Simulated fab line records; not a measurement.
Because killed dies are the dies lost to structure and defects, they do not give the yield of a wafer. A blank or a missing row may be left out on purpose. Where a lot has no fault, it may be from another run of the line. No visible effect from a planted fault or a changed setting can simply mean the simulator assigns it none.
The tool behind it: which one? -- flow nandHarc -- Sampling: 24 lots, 72 wafers, 4 of 1302 route steps

WHAT THE GAUGES READ, wafer by wafer
NHARC_P_M2_INSPECT_11. Usual: rawDefectCount at 5, with a standard deviation of 3.2.
lot,measured,on,rawDefectCount,flag
L074,day 6 06:13,defectInspect-01,6 7 2,
L075,day 6 19:01,defectInspect-01,4 5 1,
L076,day 7 03:13,defectInspect-01,3 1 6,
L077,day 7 13:07,defectInspect-01,3 2 0,
L078,day 8 02:04,defectInspect-02,3 2 3,
L079,day 8 11:40,defectInspect-01,3 3 3,
L080,day 9 01:53,defectInspect-01,8 4 2,
L081,day 9 09:19,defectInspect-02,2 8 3,
L082,day 10 00:09,defectInspect-01,4 6 3,
L083,day 10 12:20,defectInspect-01,7 12 8,
L084,day 10 20:32,defectInspect-02,4 11 4,
L085,day 11 05:10,defectInspect-02,8 5 5,
L086,day 11 11:44,defectInspect-01,2 8 1,
L088,day 12 15:38,defectInspect-02,12 12 10,
L087,day 12 16:10,defectInspect-02,8 14 7,
L089,day 12 17:34,defectInspect-02,3 5 7,
L090,day 13 02:19,defectInspect-02,4 5 6,
L091,day 13 11:11,defectInspect-01,3 1 6,
L092,day 14 02:04,defectInspect-01,3 7 5,
L093,day 14 14:20,defectInspect-01,10 4 3,
L094,day 14 23:56,defectInspect-01,2 3 6,
L095,day 15 03:05,defectInspect-02,7 4 4,
L096,day 15 19:20,defectInspect-01,8 4 5,
L097,day 16 04:00,defectInspect-02,3 1 4,

WHAT TOOL EACH LOT RAN ON (gives the tool, then ch and the chambers of the sampled wafers, and finally the start)
lot,NHARC_P_M0_DEP_32,NHARC_P_M1_DESCUM_14,NHARC_P_M1_PRE_CLEAN_30
L074,"pecvd-01 ch 0,1, day 6 00:37","rieDiel-08 ch 0,2,3, day 6 02:03","pvdSputter-03, day 6 06:13 or earlier"
L075,"pecvd-03 ch 0,2, day 6 13:32","rieDiel-08 ch 0,1,2, day 6 14:56","pvdSputter-01, day 6 19:01 or earlier"
L076,"pecvd-04 ch 0,1, day 6 21:38","rieDiel-08 ch 0,2,3, day 6 23:03","pvdSputter-03, day 7 03:13 or earlier"
L077,"pecvd-04 ch 1,2, day 7 07:41","rieDiel-02 ch 0,2,3, day 7 08:59","pvdSputter-01, day 7 13:07 or earlier"
L078,"pecvd-01 ch 0,1,2, day 7 20:41","rieDiel-08 ch 2,3, day 7 21:59","pvdSputter-01, day 8 02:04 or earlier"
L079,"pecvd-04 ch 0,1, day 8 06:02","rieDiel-12 ch 2,3, day 8 07:29","pvdSputter-01, day 8 11:40 or earlier"
L080,"pecvd-04 ch 0,1,2, day 8 20:17","rieDiel-08 ch 2,3, day 8 21:36","pvdSputter-03, day 9 01:53 or earlier"
L081,"pecvd-04 ch 1,2, day 9 03:53","rieDiel-12 ch 1,2, day 9 05:13","pvdSputter-02, day 9 09:19 or earlier"
L082,"pecvd-04 ch 0,1,2, day 9 18:51","rieDiel-08 ch 1,2,3, day 9 20:05","pvdSputter-01, day 10 00:09 or earlier"
L083,"pecvd-04 ch 0,1,2, day 10 05:50","rieDiel-12 ch 0,1,2, day 10 07:24","pvdSputter-01, day 10 12:20 or earlier"
L084,"pecvd-04 ch 0,2, day 10 14:53","rieDiel-08 ch 0,2,3, day 10 16:27","pvdSputter-02, day 10 20:32 or earlier"
L085,"pecvd-03 ch 0,2, day 10 23:34","rieDiel-02 ch 1,2, day 11 01:01","pvdSputter-03, day 11 05:10 or earlier"
L086,"pecvd-03 ch 0,1, day 11 06:10","rieDiel-08 ch 0,2, day 11 07:37","pvdSputter-03, day 11 11:44 or earlier"
L088,"pecvd-03 ch 0,1, day 12 10:09","rieDiel-02 ch 0,1,2, day 12 11:33","pvdSputter-03, day 12 15:38 or earlier"
L087,"pecvd-03 ch 0,2, day 12 10:41","rieDiel-08 ch 0,3, day 12 12:04","pvdSputter-01, day 12 16:10 or earlier"
L089,"pecvd-03 ch 0,1,2, day 12 12:11","rieDiel-08 ch 1,2, day 12 13:31","pvdSputter-01, day 12 17:34 or earlier"
L090,"pecvd-04 ch 0,1, day 12 20:48","rieDiel-08 ch 0,1,3, day 12 22:14","pvdSputter-03, day 13 02:19 or earlier"
L091,"pecvd-01 ch 0,1,2, day 13 05:39","rieDiel-08 ch 1,3, day 13 07:06","pvdSputter-02, day 13 11:11 or earlier"
L092,"pecvd-01 ch 0,2, day 13 20:28","rieDiel-02 ch 0,1,2, day 13 21:55","pvdSputter-01, day 14 02:04 or earlier"
L093,"pecvd-04 ch 0,1, day 14 08:14","rieDiel-02 ch 2,3, day 14 09:34","pvdSputter-01, day 14 14:20 or earlier"
L094,"pecvd-04 ch 0,1,2, day 14 18:40","rieDiel-12 ch 1,2, day 14 19:59","pvdSputter-03, day 14 23:56 or earlier"
L095,"pecvd-01 ch 0,1,2, day 14 20:40","rieDiel-12 ch 0,1,2, day 14 21:59","pvdSputter-01, day 15 03:05 or earlier"
L096,"pecvd-03 ch 0,1,2, day 15 14:04","rieDiel-02 ch 0,1,2, day 15 15:22","pvdSputter-02, day 15 19:20 or earlier"
L097,"pecvd-03 ch 0,1,2, day 15 22:25","rieDiel-12 ch 0,2, day 15 23:50","pvdSputter-01, day 16 04:00 or earlier"
- NHARC_P_M0_DEP_32: deposits SiCN, target thk 30 nm.
- NHARC_P_M1_DESCUM_14: chemistry O2, time 3 s.
- NHARC_P_M1_PRE_CLEAN_30: time 30 s.

WHAT THE TOOLS THEMSELVES READ (means of the sampled wafers that have a number; where no wafer has one, the mark that the record gives instead)
NHARC_P_M0_DEP_32. Usual: heaterPowerW at 608 W, with a standard deviation of 110.
lot,tool,heaterPowerW (W),flag
L074,pecvd-01,557,
L075,pecvd-03,674,
L076,pecvd-04,543,
L077,pecvd-04,583,
L078,pecvd-01,631,
L079,pecvd-04,650,
L080,pecvd-04,543,
L081,pecvd-04,547,
L082,pecvd-04,563,
L083,pecvd-04,541,
L084,pecvd-04,548,
L085,pecvd-03,731,
L086,pecvd-03,697,
L088,pecvd-03,651,
L087,pecvd-03,617,
L089,pecvd-03,663,
L090,pecvd-04,592,
L091,pecvd-01,620,
L092,pecvd-01,704,
L093,pecvd-04,614,
L094,pecvd-04,568,
L095,pecvd-01,596,
L096,pecvd-03,686,
L097,pecvd-03,674,

NHARC_P_M1_DESCUM_14. Usual: drypumpMotorCurrentA 5.6 A, standard deviation 0.38; mfcArSccm 0.011 sccm, standard deviation 0.013; oesProductAu 1.000 a.u., standard deviation 0.013; rfVppV 57.5 V, standard deviation 0.9; showerheadPlenumPTorr 1.87 Torr, standard deviation 0.065; throttleValvePct 11.312 %, standard deviation 0.009.
lot,tool,drypumpMotorCurrentA (A),mfcArSccm (sccm),oesProductAu (a.u.),rfVppV (V),showerheadPlenumPTorr (Torr),throttleValvePct (%),flag
L074,rieDiel-08,5.7,0.018,0.995,57.4,1.88,11.318,
L075,rieDiel-08,5.5,0.010,0.998,56.8,1.87,11.306,
L076,rieDiel-08,5.8,0.018,0.999,58.3,1.88,11.312,
L077,rieDiel-02,5.5,0.002,1.000,57.3,1.86,11.305,
L078,rieDiel-08,6.0,0.030,0.997,57.2,1.88,11.312,
L079,rieDiel-12,5.4,0.001,0.996,58.1,1.95,11.308,
L080,rieDiel-08,5.9,0.024,1.006,58.1,1.91,11.310,
L081,rieDiel-12,5.3,0.000,1.012,57.4,1.84,11.307,
L082,rieDiel-08,5.7,0.022,1.001,58.1,1.87,11.309,
L083,rieDiel-12,5.6,0.012,1.002,57.7,1.86,11.313,
L084,rieDiel-08,5.7,0.018,0.997,57.7,1.88,11.317,
L085,rieDiel-02,5.8,0.003,0.998,58.3,1.89,11.299,
L086,rieDiel-08,5.6,0.013,0.997,57.5,1.91,11.322,
L088,rieDiel-02,5.5,0.002,1.010,57.2,1.87,11.317,
L087,rieDiel-08,5.6,0.012,1.005,57.5,1.86,11.312,
L089,rieDiel-08,5.6,0.017,1.001,56.7,1.89,11.319,
L090,rieDiel-08,5.6,0.016,1.003,57.6,1.84,11.315,
L091,rieDiel-08,5.9,0.027,0.993,58.1,1.84,11.302,
L092,rieDiel-02,5.5,0.002,1.007,57.9,1.87,11.317,
L093,rieDiel-02,5.6,0.003,0.983,58.2,1.91,11.319,
L094,rieDiel-12,5.2,0.000,0.995,57.6,1.88,11.315,
L095,rieDiel-12,5.6,0.012,0.997,57.7,1.85,11.305,
L096,rieDiel-02,5.5,0.002,1.008,58.0,1.87,11.308,
L097,rieDiel-12,5.5,0.012,0.986,56.9,1.91,11.303,

NHARC_P_M1_PRE_CLEAN_30. Usual: heaterPowerW at 388 W, with a standard deviation of 25.
lot,tool,heaterPowerW (W),flag
L074,pvdSputter-03,387,
L075,pvdSputter-01,378,
L076,pvdSputter-03,383,
L077,pvdSputter-01,373,
L078,pvdSputter-01,377,
L079,pvdSputter-01,390,
L080,pvdSputter-03,384,
L081,pvdSputter-02,429,
L082,pvdSputter-01,361,
L083,pvdSputter-01,380,
L084,pvdSputter-02,428,
L085,pvdSputter-03,373,
L086,pvdSputter-03,365,
L088,pvdSputter-03,390,
L087,pvdSputter-01,385,
L089,pvdSputter-01,377,
L090,pvdSputter-03,379,
L091,pvdSputter-02,433,
L092,pvdSputter-01,368,
L093,pvdSputter-01,383,
L094,pvdSputter-03,382,
L095,pvdSputter-01,389,
L096,pvdSputter-02,405,
L097,pvdSputter-01,358,

THE ANSWER, worked out from the rows above alone
Rule: a lot is off if the mean of its wafers that have a number lies more than 3 standard deviations from the usual mean. Also off: a lot with no number at a reading for which 4 or more lots have one. The other lots that the step has rows for count as sound. After the gauges, taken in route order, come the tools' own readings; for these a lot's mean is taken, as printed above. The first step at which some lot is off is used, and at that step the reading that is off furthest; a lot without a number counts as furthest.
No lot is off at any reading shown: from this, nothing can be told.

WHAT THE SIMULATOR PUT IN
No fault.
